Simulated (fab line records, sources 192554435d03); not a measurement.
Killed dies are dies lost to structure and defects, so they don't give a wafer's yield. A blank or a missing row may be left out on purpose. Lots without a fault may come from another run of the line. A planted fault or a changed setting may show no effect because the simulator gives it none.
Which tool did it? | flow n5_finfet | 8 lots, 22 wafers sampled, at 6 steps of a route of 1938

WHAT THE GAUGES READ, wafer by wafer
N5_BEOL_M4_RC_MEAS_101.
lot  | measured     | on        | DIBL_N (mV/V)
L218 | day 8 00:50  | prober-02 | 35.3 36.9 34.4
L219 | day 8 15:58  | prober-01 | 35.9 37.1 37.2
L225 | day 10 09:09 | prober-01 | 37.4 37.9 38.0
L230 | day 11 11:40 | prober-02 | 36.8 34.5 35.1
L232 | day 12 04:38 | prober-02 | 36.0 37.6 36.6
L234 | day 12 15:55 | prober-02 | 36.5 36.5 36.9
L236 | day 13 16:50 | prober-02 | 34.6 35.8
L239 | day 14 01:10 | prober-02 | 36.0 36.4

WHICH TOOL RAN EACH LOT (tool, then ch and the chambers of the sampled wafers, then the start)
lot  | N5_ILD0_CMP_12               | N5_SDB_STRIP_21                   | N5_SDB_HM_OPEN_20                 | N5_SDB_STRIP_22                     | N5_SDB_ETCH_25
L218 | cmp-02 ch 0,1,2, day 3 17:42 | rie_diel-06 ch 0,1,2, day 3 19:04 | rie_diel-06 ch 0,1,2, day 3 19:05 | plasma_asher-01 ch 0,1, day 3 19:12 | rie_diel-03 ch 0,1,2, day 3 19:41
L219 | cmp-02 ch 0,1, day 4 01:58   | rie_diel-03 ch 1,2, day 4 02:56   | rie_diel-03 ch 1,2, day 4 02:58   | plasma_asher-02 ch 0,1, day 4 03:02 | rie_diel-05 ch 0,2,3, day 4 03:16
L225 | cmp-01 ch 0,1, day 5 14:32   | rie_diel-03 ch 0,1,2, day 5 15:37 | rie_diel-03 ch 0,1,2, day 5 15:38 | plasma_asher-02 ch 0,1, day 5 15:43 | rie_diel-05 ch 0,1,3, day 5 15:56
L230 | cmp-01 ch 0,2,3, day 6 22:50 | rie_diel-06 ch 0,1,2, day 6 23:44 | rie_diel-06 ch 0,1,2, day 6 23:46 | plasma_asher-02 ch 0,1, day 6 23:52 | rie_diel-06 ch 0,1,2, day 7 00:59
L232 | cmp-03 ch 1,3, day 7 06:59   | rie_diel-06 ch 1,2,3, day 7 09:23 | rie_diel-06 ch 1,2,3, day 7 09:25 | plasma_asher-01 ch 0,1, day 7 09:29 | rie_diel-03 ch 0,2,3, day 7 09:47
L234 | cmp-03 ch 0,1, day 7 19:30   | rie_diel-03 ch 0,2,3, day 7 21:58 | rie_diel-03 ch 0,2,3, day 7 21:59 | plasma_asher-02 ch 0,1, day 7 22:04 | rie_diel-03 ch 0,2, day 7 23:47
L236 | cmp-01 ch 1,2, day 8 06:25   | rie_diel-06 ch 0,1, day 8 07:32   | rie_diel-06 ch 0,1, day 8 07:33   | plasma_asher-02 ch 0,1, day 8 07:38 | rie_diel-03 ch 0,1, day 8 07:51
L239 | cmp-01 ch 0,3, day 9 03:55   | rie_diel-06 ch 0,3, day 9 04:55   | rie_diel-06 ch 0,3, day 9 04:56   | plasma_asher-02 ch 1, day 9 05:01   | rie_diel-06 ch 0,3, day 9 05:14
- N5_ILD0_CMP_12: polishes SiNx, stops on poly-Si, t overpolish 6 s, target thk 17.67 nm.
- N5_SDB_STRIP_21: strips in CF4.
- N5_SDB_HM_OPEN_20: chemistry CH3F/O2, target SiNx, stops on poly-Si, target depth 24 nm.
- N5_SDB_STRIP_22: strips in N2/H2.
- N5_SDB_ETCH_25: etches SiO2 in C4F6/O2, target depth 10 nm, time 3.3 s.

THE ANSWER, worked out from the rows above alone
Rule: what is usual is taken from the lots themselves. Put in order of their means at a reading, lots are off if they are a third of the lots or fewer, leave a main group of 4 or more, and stand apart from it by a gap of 3 or more times the standard deviation of the main group's means; of several such gaps the widest counts. A main group whose means are all the same, to the digits that the tables above print for the reading, isn't used. A lot without any number at a reading at which 4 lots or more have one is off too. The other lots that the step has rows for count as sound.
No lot is off at any reading shown: from this, nothing can be told.

WHAT THE SIMULATOR HAD PUT IN
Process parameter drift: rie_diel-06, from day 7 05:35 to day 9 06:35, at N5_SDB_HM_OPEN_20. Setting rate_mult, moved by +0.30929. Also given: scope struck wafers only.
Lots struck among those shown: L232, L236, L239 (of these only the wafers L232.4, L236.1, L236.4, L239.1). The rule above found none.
